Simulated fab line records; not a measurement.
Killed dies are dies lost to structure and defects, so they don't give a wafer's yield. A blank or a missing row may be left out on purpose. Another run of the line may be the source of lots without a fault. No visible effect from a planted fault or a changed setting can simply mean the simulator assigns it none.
Which tool is to blame? ; flow n5Finfet ; 10 lots with 30 wafers sampled at 2 steps, on a route of 1938 steps

## WHAT THE GAUGES READ, wafer by wafer
N5_ZERO_LAYER_INSPECT_20: inspects for defects (darkfield).
lot;measured;on;rawDefectCount
L977;day 1 13:39;defectInspect-02;29 50 49
L980;day 2 07:29;defectInspect-02;44 27 47
L983;day 3 01:15;defectInspect-01;23 46 44
L984;day 3 07:16;defectInspect-01;47 15 22
L987;day 4 01:23;defectInspect-01;25 29 25
L989;day 4 13:49;defectInspect-01;21 24 43
L996;day 6 07:18;defectInspect-01;407 24 34
L997;day 6 13:38;defectInspect-02;369 23 18
L998;day 6 19:41;defectInspect-01;355 25 22
L100;day 7 07:38;defectInspect-02;49 77 23

## EACH LOT AND THE TOOL THAT RAN IT (in order: tool; ch and the chambers of the sampled wafers; start)
lot;N5_ZERO_LAYER_PECVD_02
L977;pecvd-01 ch 0,2, day 1 12:18
L980;pecvd-02 ch 0,1, day 2 06:18
L983;pecvd-01 ch 0,1, day 3 00:17
L984;pecvd-02 ch 0,1,2, day 3 06:17
L987;pecvd-01 ch 1,2, day 4 00:17
L989;pecvd-01 ch 1,2, day 4 12:17
L996;pecvd-01 ch 0,1,2, day 6 06:17
L997;pecvd-01 ch 0,1,2, day 6 12:17
L998;pecvd-01 ch 0,1,2, day 6 18:29
L100;pecvd-03 ch 1,2, day 7 06:18
- N5_ZERO_LAYER_PECVD_02: deposits SiO2 from SiH4/N2O, target thk 10 nm, time 6 s.

## THE ANSWER, worked out from the rows above alone
Rule: the lots themselves supply what counts as usual. The widest of any qualifying gaps counts: lots, ordered by their means at a reading, are off when they make up no more than a third of the lots, leave a main group of 4 or more, and stand apart from it by 3 or more times the standard deviation of that group's means. A main group whose means are all the same, to the digits that the tables above print for the reading, isn't used. A lot without any number at a reading at which 4 lots or more have one is off too. Where the step has rows for the other lots, those lots are counted as sound.
Off: L996, L997, L998, at N5_ZERO_LAYER_INSPECT_20 (rawDefectCount). The main group has a mean of 36 with a standard deviation of 8.
A tool fits if, at a process step before that reading, it ran every lot that is off, and no sound lot after the first of them. Those tools and the gauges at N5_ZERO_LAYER_INSPECT_20 are tried in the same way. One candidate fits, namely pecvd-01 at N5_ZERO_LAYER_PECVD_02. Its last sound lot is L989 (day 4 12:17), its first lot that is off L996 (day 6 06:17): a fault that began between those two fits.

## WHAT THE SIMULATOR PUT IN
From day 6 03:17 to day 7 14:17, pecvd-01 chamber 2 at N5_ZERO_LAYER_PECVD_02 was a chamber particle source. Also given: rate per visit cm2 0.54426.
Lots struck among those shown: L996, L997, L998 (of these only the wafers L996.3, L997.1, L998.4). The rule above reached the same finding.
